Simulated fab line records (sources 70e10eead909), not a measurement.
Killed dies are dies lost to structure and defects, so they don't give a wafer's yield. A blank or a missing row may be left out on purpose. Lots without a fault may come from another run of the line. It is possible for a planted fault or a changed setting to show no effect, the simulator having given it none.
fab line records	flow nand_harc
record: lots: 12	wafers: 36	last_day: 25
route steps=1159 shown A_ZERO_WELL@403 A_SOURCE_PLATE@420 A_ONON_D1@432 END@1159
lots with no fault: from the same line, run without faults
start_h: hours from the record's opening day to when the first of the lot's shown wafers began	wait_h: hours elapsed since this lot's preceding step	" identical to the entry in the row above	L1.1+2: several wafers, shown together as one row	- no value present, or no start provided	* or withheld: withheld	< > ~ a bound
route shown NAME@n: names a module that has steps shown in the file, with the first one's number in the route	usual: the fault-free wafers' mean and standard deviation	same: alike in all rows	chamber/n: place in a boat	sites: the reading at each site	_std_site: how widely they spread, as a standard deviation	_edge_site: mean of outer sites minus mean of inner sites	radius_mm: for every site, how far away it sits from the centre of the wafer	mask NAME#n: copy n	behind: the tool/chamber that last shaped the wafer	hold: why the lot went on hold/how many hours it stayed there/how the hold came to an end	device: names the non-switching transistor (n, p or np)	end of line: at the end of the route, the tests of the same wafers	a step with no rows: only its recipe	killed: not the wafer's yield, but the dies lost to structure and defects at the first sort	map: a wafer's dies, x killed, . not, _ none there
set.NAME: the setting as run; set.NAME@STEP: as run at that earlier step	model.NAME: the simulator's own value behind a step, which no gauge read
steps of the route over a sample of lots; a table a step, a row a wafer
services: a tool's chamber out of use, with start hour (start_h, from the record's first day; less than 0 if before it), hours out, and reason
== steps ==
step: NHARC_A_ZERO_WELL_DESCUM_12
recipe: time_s: 3	o2_flow_sccm: 200	ar_flow_sccm: 0	bias_power_w: 0	chemistry: O2
usual: drypump_motor_current_A: 5.65/0.23	o2_flow_sccm: 200.0/0.63	oes_product_au: 0.994/0.0099	rf_vpp_V: 57.9/0.86	showerhead_plenum_p_Torr: 1.92/0.089	throttle_valve_pct: 11.311/0.0096
lot.wafer	tool	chamber	start_h	wait_h	drypump_motor_current_A	o2_flow_sccm	oes_product_au	rf_hours_counter_h	rf_vpp_V	showerhead_plenum_p_Torr	throttle_valve_pct
L912.2	rie_diel-07	1	144.39	-	5.86	200.5	1.002	11	57.7	2.02	11.309
L912.4	"	2	"	"	6.08	200.2	0.972	9	57.4	1.81	11.296
L912.3	"	3	"	"	5.50	200.3	1.022	11	58.1	1.91	11.284
L915.2	rie_diel-04	0	153.17	-	5.65	201.1	0.984	3	59.4	2.01	11.310
L915.5	"	3	"	"	5.67	200.6	0.996	-	58.5	2.04	11.296
L915.6	"	0	"	"	5.63	200.5	0.989	-	58.3	2.01	11.318
L918.1	rie_diel-07	2	177.52	-	6.07	201.4	0.984	12	58.5	1.81	11.311
L918.2	"	3	"	"	5.51	200.5	1.019	14	58.1	1.91	11.297
L918.5	"	2	"	"	6.08	200.6	0.990	-	58.6	1.81	11.311
L917.1	rie_diel-07	1	178.29	-	5.85	200.4	0.992	13	57.6	2.02	11.311
L917.5	"	3	"	"	5.51	199.4	1.019	-	58.8	1.91	11.305
L917.6	"	0	"	"	5.83	199.4	0.991	-	57.9	1.78	11.325
L920.2	rie_diel-04	2	186.31	-	5.26	200.0	0.991	3	57.2	1.90	11.327
L920.1	"	3	"	"	5.68	199.4	0.994	5	59.3	2.04	11.322
L920.5	"	0	"	"	5.62	200.2	0.986	-	58.3	2.00	11.302
L919.1	rie_diel-07	0	189.28	-	5.83	199.7	0.995	15	57.0	1.78	11.313
L919.2	"	1	"	"	5.86	199.7	0.992	15	58.2	2.02	11.318
L919.5	"	3	"	"	5.51	199.9	1.032	-	56.4	1.91	11.319
L921.4	rie_diel-13	3	190.32	-	6.00	200.1	0.994	4	56.5	1.90	11.319
L921.5	"	1	"	"	5.59	200.9	1.006	-	57.3	1.89	11.318
L921.6	"	2	"	"	5.37	200.8	0.997	-	57.4	1.99	11.302
L927.1	rie_diel-04	2	228.93	-	5.25	200.4	0.985	5	57.7	1.90	11.316
L927.4	"	0	"	"	5.61	199.3	0.980	8	58.2	2.00	11.316
L927.6	"	2	"	"	5.25	199.5	0.990	-	57.0	1.90	11.322
L926.3	rie_diel-13	2	229.71	-	5.37	199.9	0.993	8	57.2	1.99	11.306
L926.1	"	1	"	"	5.63	200.3	1.015	7	57.4	1.89	11.312
L926.6	"	3	"	"	6.02	200.0	1.000	-	58.4	1.90	11.300
L928.3	rie_diel-13	0	236.46	-	5.84	201.1	1.000	8	58.3	1.96	11.304
L928.1	"	1	"	"	5.62	199.9	1.004	7	57.3	1.89	11.308
L928.2	"	2	"	"	5.39	200.7	0.998	8	59.7	1.99	11.322
L933.1	rie_diel-04	0	259.51	-	5.63	201.2	0.991	10	59.5	2.00	11.317
L933.2	"	1	"	"	5.70	200.1	0.993	9	57.4	1.78	11.310
L933.6	"	3	"	"	5.69	198.7	1.011	-	59.5	2.04	11.301
L934.4	rie_diel-04	3	270.15	-	5.70	199.6	1.013	10	59.6	2.04	11.324
L934.3	"	0	"	"	5.64	199.9	0.997	11	58.1	2.00	11.304
L934.6	"	2	"	"	5.25	200.7	0.988	-	56.9	1.90	11.306
step: NHARC_A_ZERO_WELL_ETCH_13
recipe: target_depth_a: 1200	time_s: 40.1	hbr_flow_sccm: 150	cl2_flow_sccm: 50	rf_w: 400	icp_w: 400	bias_w: 100	chemistry: HBr/Cl2
usual: drypump_motor_current_A: 5.9/0.43	oes_product_au: 0.998/0.013	throttle_valve_pct: 26.406/0.0095
lot.wafer	tool	chamber	start_h	wait_h	drypump_motor_current_A	oes_product_au	rf_hours_counter_h	throttle_valve_pct
L912.4	rie_si-05	2	144.59	-	6.1	0.981	0.6	26.396
L912.2	"	0	"	"	5.9	1.008	0.4	26.405
L912.3	"	1	"	"	6.1	0.995	0.5	26.399
L915.2	rie_si-03	0	153.40	-	4.9	1.003	1.1	26.413
L915.6	"	1	"	"	6.2	0.975	-	26.400
L915.5	"	2	"	"	5.9	0.990	-	26.402
L918.2	rie_si-03	3	177.71	-	6.0	0.992	0.1	26.401
L918.1	"	1	"	"	6.2	1.031	0.1	26.396
L918.5	"	3	"	"	6.0	0.996	-	26.409
L917.1	rie_si-02	3	178.49	-	5.5	0.995	0.9	26.402
L917.5	"	2	"	"	6.5	0.992	-	26.398
L917.6	"	3	"	"	5.5	0.991	-	26.417
L920.2	rie_si-03	2	186.56	-	5.9	0.990	0.2	26.415
L920.1	"	3	"	"	6.0	0.997	0.2	26.398
L920.5	"	3	"	"	6.0	0.995	-	26.401
L919.1	rie_si-03	1	189.48	-	6.2	1.020	0.2	26.404
L919.2	"	3	"	"	6.0	1.004	0.2	26.406
L919.5	"	0	"	"	4.9	0.998	-	26.398
L921.4	rie_si-05	3	190.54	-	6.4	0.975	0.9	26.394
L921.5	"	0	"	"	5.9	1.007	-	26.405
L921.6	"	1	"	"	6.1	0.995	-	26.394
L927.4	rie_si-03	0	229.12	-	4.9	1.003	0.5	26.399
L927.1	"	2	"	"	5.8	0.994	0.5	26.393
L927.6	"	0	"	"	4.9	1.009	-	26.409
L926.1	rie_si-05	3	229.91	-	6.4	0.984	1.3	26.402
L926.3	"	0	"	"	5.9	1.005	1.2	26.401
L926.6	"	0	"	"	5.9	0.996	-	26.410
L928.3	rie_si-03	0	236.66	-	4.9	1.001	0.5	26.385
L928.2	"	2	"	"	5.8	0.990	0.6	26.413
L928.1	"	3	"	"	6.0	0.994	0.5	26.413
L933.2	rie_si-05	2	259.73	-	6.1	0.987	0.1	26.419
L933.1	"	3	"	"	6.4	0.980	0.1	26.405
L933.6	"	0	"	"	5.9	0.993	-	26.396
L934.4	rie_si-05	0	270.35	-	6.0	0.989	0.2	26.416
L934.3	"	1	"	"	6.2	1.000	0.1	26.415
L934.6	"	3	"	"	6.3	0.991	-	26.386
step: NHARC_A_SOURCE_PLATE_THK_MEAS_06
recipe: thk_meas_gauge: ellipsometry
usual: thk_nm: 200.5/2.2
lot.wafer	tool	chamber	start_h	wait_h	thk_nm
L912.2	film_metro-01	-	166.21	0.4	200.9
L912.3	"	-	"	"	202.1
L912.4	"	-	"	"	199.1
L915.2	film_metro-01	-	173.81	0.4	203.1
L915.5	"	-	"	"	200.3
L915.6	"	-	"	"	201.5
L918.1	film_metro-01	-	200.37	0.4	200.4
L918.2	"	-	"	"	200.2
L918.5	"	-	"	"	200.4
L917.1	film_metro-02	-	200.37	0.4	203.2
L917.5	"	-	"	"	198.1
L917.6	"	-	"	"	199.3
L921.4	film_metro-01	-	210.17	0.4	201.8
L921.5	"	-	"	"	204.4
L921.6	"	-	"	"	202.0
L920.1	film_metro-02	-	210.18	0.4	203.3
L920.2	"	-	"	"	202.0
L920.5	"	-	"	"	200.9
L919.1	film_metro-01	-	210.18	0.4	198.5
L919.2	"	-	"	"	196.5
L919.5	"	-	"	"	195.5
L926.1	film_metro-01	-	251.56	0.4	200.7
L926.3	"	-	"	"	204.9
L926.6	"	-	"	"	203.8
L927.1	film_metro-02	-	251.56	0.4	197.4
L927.4	"	-	"	"	200.9
L927.6	"	-	"	"	199.5
L928.1	film_metro-02	-	259.30	0.4	202.5
L928.2	"	-	"	"	201.1
L928.3	"	-	"	"	199.5
L933.1	film_metro-02	-	282.70	0.4	200.0
L933.2	"	-	"	"	199.7
L933.6	"	-	"	"	198.7
L934.3	film_metro-01	-	291.94	0.4	200.6
L934.4	"	-	"	"	199.7
L934.6	"	-	"	"	203.0
step: NHARC_A_ONON_D1_DEP_12
recipe: target_thk_a: 10000	n2_flow_sccm: 2750	n2o_flow_sccm: 2000	nh3_flow_sccm: 500	sih4_flow_sccm: 210	temp_c: 400
usual: susceptor_temp_C: 399.99/0.23
lot.wafer	tool	chamber	start_h	wait_h	susceptor_temp_C
L912.2	pecvd_onon-01	0	168.70	0.1	399.71
L912.3	"	0	"	"	399.61
L912.4	"	0	"	"	399.95
L915.2	pecvd_onon-02	0	176.31	0.1	399.89
L915.5	"	0	"	"	399.97
L915.6	"	0	"	"	399.85
L918.1	pecvd_onon-02	0	202.77	0.1	400.16
L918.2	"	0	"	"	400.09
L918.5	"	0	"	"	399.98
L917.1	pecvd_onon-03	0	203.04	0.1	400.37
L917.5	"	0	"	"	400.06
L917.6	"	0	"	"	399.91
L919.1	pecvd_onon-03	0	212.75	0.1	400.17
L919.2	"	0	"	"	400.08
L919.5	"	0	"	"	400.01
L921.4	pecvd_onon-02	0	212.82	0.3	399.92
L921.5	"	0	"	"	399.51
L921.6	"	0	"	"	399.91
L920.1	pecvd_onon-01	0	212.86	0.1	399.95
L920.2	"	0	"	"	400.01
L920.5	"	0	"	"	399.89
L926.1	pecvd_onon-01	0	253.96	0.1	400.03
L926.3	"	0	"	"	400.15
L926.6	"	0	"	"	399.98
L927.1	pecvd_onon-02	0	253.98	0.1	400.09
L927.4	"	0	"	"	400.04
L927.6	"	0	"	"	400.61
L928.1	pecvd_onon-02	0	261.70	0.1	400.31
L928.2	"	0	"	"	400.42
L928.3	"	0	"	"	400.40
L933.1	pecvd_onon-01	0	285.39	0.1	399.98
L933.2	"	0	"	"	399.57
L933.6	"	0	"	"	399.72
L934.3	pecvd_onon-03	0	294.49	0.2	399.92
L934.4	"	0	"	"	400.18
L934.6	"	0	"	"	399.97
step: NHARC_A_ONON_D1_THK_MEAS_14
recipe: thk_meas_gauge: ellipsometry
usual: thk_nm: 1004/11
lot.wafer	tool	chamber	start_h	wait_h	hold	thk_nm
L912.2	film_metro-02	-	169.18	-	-	1020
L912.3	"	-	"	"	-	1020
L912.4	"	-	"	"	-	1020
L915.2	film_metro-02	-	176.76	-	-	1021
L915.5	"	-	"	"	-	1020
L915.6	"	-	"	"	-	1020
L918.1	film_metro-01	-	203.27	-	-	987
L918.2	"	-	"	"	-	988
L918.5	"	-	"	"	-	987
L917.1	film_metro-02	-	203.56	-	-	1012
L917.5	"	-	"	"	-	1014
L917.6	"	-	"	"	-	1013
L921.4	film_metro-01	-	213.16	-	-	991
L921.5	"	-	"	"	-	990
L921.6	"	-	"	"	-	990
L919.1	film_metro-02	-	213.26	-	-	997
L919.2	"	-	"	"	-	997
L919.5	"	-	"	"	-	996
L920.1	film_metro-01	-	213.37	-	-	1009
L920.2	"	-	"	"	-	1010
L920.5	"	-	"	"	-	1012
L926.1	film_metro-01	-	254.47	-	-	995
L926.3	"	-	"	"	-	996
L926.6	"	-	"	"	-	996
L927.1	film_metro-02	-	254.52	-	await_dispo/0.2h/release	1023
L927.4	"	-	"	"	await_dispo/0.2h/release	1022
L927.6	"	-	"	"	await_dispo/0.2h/release	1629
L927.1	film_metro-02	-	254.69	0.2	-	1025
L927.4	"	-	"	"	-	1024
L927.6	"	-	"	"	-	1628
L928.1	film_metro-02	-	262.21	-	await_dispo/0.2h/release	1011
L928.2	"	-	"	"	await_dispo/0.2h/release	1013
L928.3	"	-	"	"	await_dispo/0.2h/release	1616
L928.1	film_metro-02	-	262.38	0.2	-	1013
L928.2	"	-	"	"	-	1013
L928.3	"	-	"	"	-	1617
L933.1	film_metro-02	-	285.90	-	-	992
L933.2	"	-	"	"	-	996
L933.6	"	-	"	"	-	994
L934.3	film_metro-01	-	294.88	-	-	997
L934.4	"	-	"	"	-	1000
L934.6	"	-	"	"	-	998
step: NHARC_END_SORT_01
recipe: temp_c: 25
usual: killed_at_array: 26/9.1	killed_at_other: 0.7/0.9	killed_at_periphery: 3.6/2.8	killed_dies: 30/9.2	killed_open: 3.0/1.9	killed_short: 2.0/1.4
same: gross_dies: 677
lot.wafer	tool	chamber	start_h	wait_h	hold	killed_at_array	killed_at_other	killed_at_periphery	killed_dies	killed_open	killed_short
L919.1	prober-01	0	497.23	2.5	-	22	0	2	24	3	0
L919.2	prober-01	0	498.03	2.8	-	30	3	3	36	3	3
L919.5	prober-01	0	500.42	3.7	-	18	1	2	21	3	1
L928.1	prober-02	0	553.92	2.5	await_dispo/5.1h/release	29	1	0	30	3	1
L928.2	prober-02	0	554.71	2.8	await_dispo/5.1h/release	32	1	2	35	2	4
L928.3	prober-02	0	555.50	3.1	await_dispo/5.1h/release	673	0	4	677	4	2
L927.1	prober-01	0	553.94	2.5	await_dispo/3.8h/release	35	1	4	40	5	0
L927.4	prober-01	0	556.33	3.4	await_dispo/3.8h/release	23	1	10	34	2	0
L927.6	prober-01	0	557.92	4.0	await_dispo/3.8h/release	670	1	6	677	4	1
killed by level:class
L919.1 A_CHANNEL_HOLE_D1:chamber_film_flake=12 A_CONTACT:chamber_film_flake=4 A_STAIRCASE:chamber_film_flake=3 P_M0:geometric_particle:open=1 P_M1:geometric_particle:open=1 A_M0:geometric_particle:open=1 A_ZERO_WELL:chamber_film_flake=1 A_WL_FILL:chamber_film_flake=1
L919.2 A_CHANNEL_HOLE_D1:chamber_film_flake=13 A_STAIRCASE:chamber_film_flake=10 A_CONTACT:chamber_film_flake=3 THIN_TSV:chamber_film_flake=3 P_CONTACT:geometric_particle:short=1 P_M1:geometric_particle:open=1 A_CHANNEL_FILL_D1:geometric_particle:short=1 A_CHANNEL_FILL_D1:geometric_particle:open=1
L919.5 A_CHANNEL_HOLE_D1:chamber_film_flake=10 A_STAIRCASE:chamber_film_flake=3 A_CONTACT:geometric_particle:open=2 A_CONTACT:chamber_film_flake=2 P_CONTACT:geometric_particle:short=1 P_M0:geometric_particle:open=1 A_ZERO_WELL:chamber_film_flake=1 THIN_TSV:chamber_film_flake=1
L928.1 A_SLIT:chamber_film_flake=15 A_CHANNEL_HOLE_D1:chamber_film_flake=6 A_CONTACT:chamber_film_flake=4 A_ONON_D1:geometric_particle:open=1 A_SGD_CUT:geometric_particle:open=1 A_CONTACT:geometric_particle:short=1 A_CONTACT:geometric_particle:open=1 THIN_TSV:chamber_film_flake=1
L927.1 A_SLIT:chamber_film_flake=15 A_CHANNEL_HOLE_D1:chamber_film_flake=7 A_CHANNEL_FILL_D1:chamber_film_flake=4 A_CONTACT:chamber_film_flake=4 A_WL_FILL:geometric_particle:open=2 P_BONDPAD:chamber_film_flake=2 P_GATE:geometric_particle:open=1 A_CHANNEL_FILL_D1:geometric_particle:open=1
L928.2 A_SLIT:chamber_film_flake=15 A_CONTACT:chamber_film_flake=6 A_CHANNEL_HOLE_D1:chamber_film_flake=5 A_SGD_CUT:geometric_particle:short=3 A_SOURCE_PLATE:geometric_particle:open=1 A_WL_FILL:geometric_particle:short=1 A_WL_FILL:geometric_particle:open=1 P_STI:chamber_film_flake=1
L928.3 A_ONON_D1:area_dep=637 A_SLIT:chamber_film_flake=19 A_CHANNEL_HOLE_D1:chamber_film_flake=10 A_CONTACT:chamber_film_flake=3 P_STI:geometric_particle:open=1 P_GATE:geometric_particle:short=1 P_M1:geometric_particle:open=1 A_ONON_D1:geometric_particle:open=1
L927.4 A_SLIT:chamber_film_flake=10 P_BONDPAD:chamber_film_flake=6 A_CONTACT:chamber_film_flake=5 P_ZERO_WELL:chamber_film_flake=4 A_CHANNEL_HOLE_D1:chamber_film_flake=4 A_CHANNEL_HOLE_D1:geometric_particle:open=1 A_M1:geometric_particle:open=1 A_WL_FILL:chamber_film_flake=1
L927.6 A_ONON_D1:area_dep=641 A_SLIT:chamber_film_flake=11 A_CHANNEL_HOLE_D1:chamber_film_flake=6 A_CONTACT:chamber_film_flake=4 P_BONDPAD:chamber_film_flake=3 A_CHANNEL_FILL_D1:chamber_film_flake=3 A_CONTACT:geometric_particle:open=2 P_ZERO_WELL:chamber_film_flake=2
== services ==
tool	chamber	start_h	hours	kind
rie_diel-07	2	125.49	5.3	repair
rie_diel-04	2	129.05	7.1	repair
rie_diel-04	-	138.29	0.2	repair
pecvd_onon-01	-	151.70	11.3	repair
pecvd_onon-03	-	153.26	13.0	pm
rie_si-03	-	155.00	9.0	pm
rie_diel-07	-	182.65	0.2	repair
rie_diel-04	0	190.48	6.1	repair
pecvd_onon-01	-	195.00	13.0	pm
rie_diel-04	3	203.45	3.0	repair
pecvd_onon-02	-	207.52	1.5	repair
rie_diel-13	1	214.15	9.8	repair
rie_diel-13	3	215.28	4.5	repair
rie_diel-04	3	221.14	5.1	repair
rie_diel-07	-	228.20	9.0	pm
rie_si-05	-	239.00	9.0	pm
rie_diel-07	3	240.14	21.1	repair
rie_si-05	1	250.03	3.6	repair
rie_diel-04	3	251.24	3.3	repair
rie_diel-04	1	264.41	4.2	repair
rie_si-03	3	283.26	8.9	repair
rie_si-03	2	285.74	9.3	repair
rie_diel-04	-	288.90	9.0	pm
pecvd_onon-02	-	292.10	13.0	pm
== key ==
first_sign: step: NHARC_A_ONON_D1_THK_MEAS_14	reading: visit	direction: added
effect: step: NHARC_A_ONON_D1_THK_MEAS_14	reading: thk_nm	direction: up	sigmas: 57	usual: 1004	struck: 1622
effect: step: NHARC_END_SORT_01	reading: killed_at_array	direction: up	sigmas: 71	usual: 26	struck: 672
more_kills_born_at: NHARC_A_ONON_D1_DEP_12@pecvd_onon-02: 1278
met_at NHARC_A_ONON_D1_DEP_12
struck_lots L927,L928
struck_wafers L927.6,L928.3
later_rows_left_out L927.6,L928.3
tester_left_out L927,L928
not_acting_at NHARC_A_ZERO_WELL_DESCUM_12,NHARC_A_ZERO_WELL_ETCH_13,NHARC_A_SOURCE_PLATE_THK_MEAS_06
onset_between 212.82 253.98
fault: kind: process_parameter_drift	tool: pecvd_onon-02	chamber: -	onset_h: 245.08	steps: NHARC_A_ONON_D1_DEP_12	channel: target_thk_a	offset: *	shape: step	end_h: 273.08	scope: struck_wafers_only	acts_in: *	stated: *
tester_left_out: of these lots the tester's yield and bins aren't shown, on N5 and GAA mostly nor the transistor test; their killed dies are dies lost to structure and defects alone, not to doping, threshold or leakage, so they don't give the yield
later_rows_left_out: the simulator's readings of these wafers behind a module that went badly wrong aren't trusted and aren't shown, but for the sort
